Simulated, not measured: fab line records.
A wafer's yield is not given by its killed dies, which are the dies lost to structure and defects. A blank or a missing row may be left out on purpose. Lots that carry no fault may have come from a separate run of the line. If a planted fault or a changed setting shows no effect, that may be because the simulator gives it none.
Commonality check across tools / flow nandHarc / 4 lots and 12 wafers in the sample

WHAT PROMPTED THE OPENING
Flagged at NHARC_END_SORT_01: reading killedAtArray, on 2 of 4 lots. No-fault wafers: 29, standard deviation 11.
Rule: a lot gets a flag if all its wafers with a number sit over 4 standard deviations from that mean, or if no wafer of it has a number. The rest of the lots are taken to be sound.

lot=L597; measured=day 21 21:58; on=prober-01; killedAtArray, wafer by wafer=82 113 101; flag=FLAGGED
lot=L602; measured=day 22 19:25; on=prober-02; killedAtArray, wafer by wafer=95 82 104; flag=FLAGGED
lot=L605; measured=day 23 11:13; on=prober-02; killedAtArray, wafer by wafer=41 37 44; flag=
lot=L609; measured=day 24 04:46; on=prober-02; killedAtArray, wafer by wafer=34 34 39; flag=
On average the flagged lots' numbers are 96, which is +67 against the usual, or +6 standard deviations.

WHICH TOOL RAN EACH LOT
Before the reading, the record contains 2 process steps out of a 1159-step route. Cell contents, in order: the tool; ch with the chambers the sampled wafers went through; the start.
lot=L597; flag=FLAGGED; NHARC_A_CONTACT_ETCH_132=harCapEtch-02 ch 0,1, day 19 02:04; NHARC_THIN_TSV_DEGAS_49=pvdSputter-03, day 21 05:47
lot=L602; flag=FLAGGED; NHARC_A_CONTACT_ETCH_132=harCapEtch-02 ch 0,1, day 20 03:27; NHARC_THIN_TSV_DEGAS_49=pvdSputter-03, day 21 23:35
lot=L605; flag=; NHARC_A_CONTACT_ETCH_132=harCapEtch-03 ch 0,1, day 20 20:37; NHARC_THIN_TSV_DEGAS_49=pvdSputter-02, day 22 19:03
lot=L609; flag=; NHARC_A_CONTACT_ETCH_132=harCapEtch-01 ch 0,1, day 21 15:25; NHARC_THIN_TSV_DEGAS_49=pvdSputter-03, day 23 11:10
These steps, and what they do:
- NHARC_A_CONTACT_ETCH_132: etches the open film in C4F8/O2/Ar, time 156 s, target depth 958 nm.
- NHARC_THIN_TSV_DEGAS_49: time 120 s.
- NHARC_END_SORT_01

FLAGGED AGAINST TOTAL, ONE TOOL AT A TIME (gauges that did the reading follow at the end)
step=NHARC_A_CONTACT_ETCH_132; tool=harCapEtch-01; lots run=1; flagged=0; share of the flagged lots=none; sound lots run after its first flagged lot=-
step=NHARC_A_CONTACT_ETCH_132; tool=harCapEtch-02; lots run=2; flagged=2; share of the flagged lots=all; sound lots run after its first flagged lot=0
step=NHARC_A_CONTACT_ETCH_132; tool=harCapEtch-03; lots run=1; flagged=0; share of the flagged lots=none; sound lots run after its first flagged lot=-
step=NHARC_THIN_TSV_DEGAS_49; tool=pvdSputter-02; lots run=1; flagged=0; share of the flagged lots=none; sound lots run after its first flagged lot=-
step=NHARC_THIN_TSV_DEGAS_49; tool=pvdSputter-03; lots run=3; flagged=2; share of the flagged lots=all; sound lots run after its first flagged lot=1 (L609)
step=NHARC_END_SORT_01; tool=prober-01; lots run=1; flagged=1; share of the flagged lots=some; sound lots run after its first flagged lot=0
step=NHARC_END_SORT_01; tool=prober-02; lots run=3; flagged=1; share of the flagged lots=some; sound lots run after its first flagged lot=2 (L605,L609)

THE TABLE: WHAT IT ALLOWS
Every flagged lot went through 2 rows of the table: harCapEtch-02 at NHARC_A_CONTACT_ETCH_132 and pvdSputter-03 at NHARC_THIN_TSV_DEGAS_49.
- harCapEtch-02 at NHARC_A_CONTACT_ETCH_132 ran 2 lots, 2 of them flagged. Because this sample shows no sound lot run on it before its first flagged lot, the start cannot be pinned down more closely.
- pvdSputter-03 at NHARC_THIN_TSV_DEGAS_49 ran 3 lots, 2 of them flagged. Sound lots ran on it after the first flagged one (L609), which a lasting fault on the whole tool wouldn't allow.
Just one tool remains: harCapEtch-02 at NHARC_A_CONTACT_ETCH_132.

WHAT THE SIMULATOR PUT IN
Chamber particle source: harCapEtch-02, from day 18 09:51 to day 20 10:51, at NHARC_A_CONTACT_ETCH_132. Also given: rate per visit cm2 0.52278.
Lots struck among those shown: L597, L602. The rule above found the same.
